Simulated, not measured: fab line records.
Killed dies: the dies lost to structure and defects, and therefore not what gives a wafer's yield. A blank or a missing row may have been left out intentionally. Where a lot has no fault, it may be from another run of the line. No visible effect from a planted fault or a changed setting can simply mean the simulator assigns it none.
Split-lot study | flow n5-finfet | 39 wafers read across 7 lots, on a route 1938 steps long

## THE SPLIT ITSELF
At N5_PMOS_HMC_CHANNEL_EPI_DEVELOP_08 (develop time 30 s), the setting develop-time-s was moved away from the recipe's 30 s on 18 of the 39 wafers read, by -53.1% to +51.9%. This setting was run at the recipe's value on the other wafers.

No step appears in the file between the split and the reading.

## THE READING
cd-nm at N5_PMOS_HMC_CHANNEL_EPI_CD_MEAS_09, given in nm (cd target 237.4 nm). Fault-free wafers of this fab line usually give 237.5 nm, standard deviation 0.87 nm.

wafer  | tool, chamber at the split | develop-time-s as run, s | against the recipe | cd-nm, nm | against lot-mates on the recipe
L074.1 | litho-track-01, 0          | 14.44                    | -51.9%             | 234.9     | -3.5
L074.2 | litho-track-01, 0          | 30                       | recipe             | 237.7     | -
L074.3 | litho-track-01, 0          | 14.44                    | -51.9%             | 233.9     | -4.5
L074.4 | litho-track-01, 0          | 30                       | recipe             | 238.5     | -
L074.5 | litho-track-01, 0          | 30                       | recipe             | 238.9     | -
L074.6 | litho-track-01, 0          | 14.44                    | -51.9%             | 232.7     | -5.7
L075.1 | litho-track-05, 0          | 14.06                    | -53.1%             | 233.0     | -4.0
L075.2 | litho-track-05, 0          | 14.06                    | -53.1%             | 231.5     | -5.5
L075.3 | litho-track-05, 0          | 30                       | recipe             | 236.5     | -
L075.4 | litho-track-05, 0          | 14.06                    | -53.1%             | 232.2     | -4.8
L075.5 | litho-track-05, 0          | 30                       | recipe             | 238.3     | -
L075.6 | litho-track-05, 0          | 30                       | recipe             | 236.1     | -
L077.1 | litho-track-04, 0          | 30                       | recipe             | 238.9     | -
L077.2 | litho-track-04, 0          | 45.5                     | +51.7%             | 240.6     | +2.8
L077.3 | litho-track-04, 0          | 30                       | recipe             | 237.4     | -
L077.4 | litho-track-04, 0          | 45.5                     | +51.7%             | 240.0     | +2.2
L077.5 | litho-track-04, 0          | 45.5                     | +51.7%             | 240.8     | +3.0
L077.6 | litho-track-04, 0          | 30                       | recipe             | 237.0     | -
L078.1 | litho-track-04, 0          | 30                       | recipe             | 238.1     | -
L078.2 | litho-track-04, 0          | 44.25                    | +47.5%             | 239.4     | +1.7
L078.3 | litho-track-04, 0          | 30                       | recipe             | 237.4     | -
L078.4 | litho-track-04, 0          | 44.25                    | +47.5%             | 238.6     | +0.9
L078.5 | litho-track-04, 0          | 30                       | recipe             | 237.7     | -
L078.6 | litho-track-04, 0          | 44.25                    | +47.5%             | 241.0     | +3.3
L082.1 | litho-track-05, 0          | 30                       | recipe             | 236.8     | -
L082.2 | litho-track-05, 0          | 30                       | recipe             | 237.1     | -
L082.3 | litho-track-05, 0          | 45.58                    | +51.9%             | 238.8     | +1.6
L082.4 | litho-track-05, 0          | 45.58                    | +51.9%             | 239.7     | +2.5
L082.5 | litho-track-05, 0          | 45.58                    | +51.9%             | 239.2     | +2.0
L082.6 | litho-track-05, 0          | 30                       | recipe             | 237.8     | -
L087.1 | litho-track-05, 0          | 20.24                    | -32.5%             | 235.4     | -2.8
L087.2 | litho-track-05, 0          | 30                       | recipe             | 237.1     | -
L087.3 | litho-track-05, 0          | 20.24                    | -32.5%             | 236.0     | -2.2
L087.4 | litho-track-05, 0          | 30                       | recipe             | 238.3     | -
L087.5 | litho-track-05, 0          | 20.24                    | -32.5%             | 235.6     | -2.6
L087.6 | litho-track-05, 0          | 30                       | recipe             | 239.3     | -
L088.2 | litho-track-04, 0          | 30                       | recipe             | 237.9     | -
L088.3 | litho-track-04, 0          | 30                       | recipe             | 236.5     | -
L088.4 | litho-track-04, 0          | 30                       | recipe             | 237.4     | -

THE FIT
A straight line over all 39 wafers: cd-nm changes by +0.062 nm for each +1% of develop-time-s; r = +0.90; the points scatter about the line by 1 nm.
The same after taking each lot's own level away (the mean of its wafers on the recipe; 39 wafers): +0.0642 nm for each +1%; r = +0.93; scatter 0.89 nm.
That fit puts the effect of the largest move of develop-time-s on the reading at 3.4 nm.
The span of the lots' own levels, 236.97 to 238.37 nm, comes to 1.6 times the standard deviation stated above.
The two slopes agree, so the slope changes little with the lot-to-lot level.
Check: for one of the wafers moved furthest among these (-53.1%), held out of the fit, the line's prediction against its lot-mates is -3.87 nm. It came out at -3.97 nm against them.

## THE WHOLE CHAIN: every reading that the file lists as answering this split, in the file's order
step                               | what it does             | reading                                                                     | change (the file's fit)                | r (the file's)
N5_PMOS_HMC_CHANNEL_EPI_CD_MEAS_09 | target cd 237.4 nm       | cd-nm                                                                       | +0.0639 nm for each +1% of the setting | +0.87
N5_PMOS_HMC_CHANNEL_EPI_DESCUM_14  | chemistry O2, time 7.9 s | PMOS_HMC_CHANNEL_EPI.cd-nm (the simulator's own value, which no gauge read) | +0.0658 nm for each +1% of the setting | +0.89

## FILE'S OWN FIT
cd-nm changes by +0.0639 nm for each +1% of develop-time-s, r = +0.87.
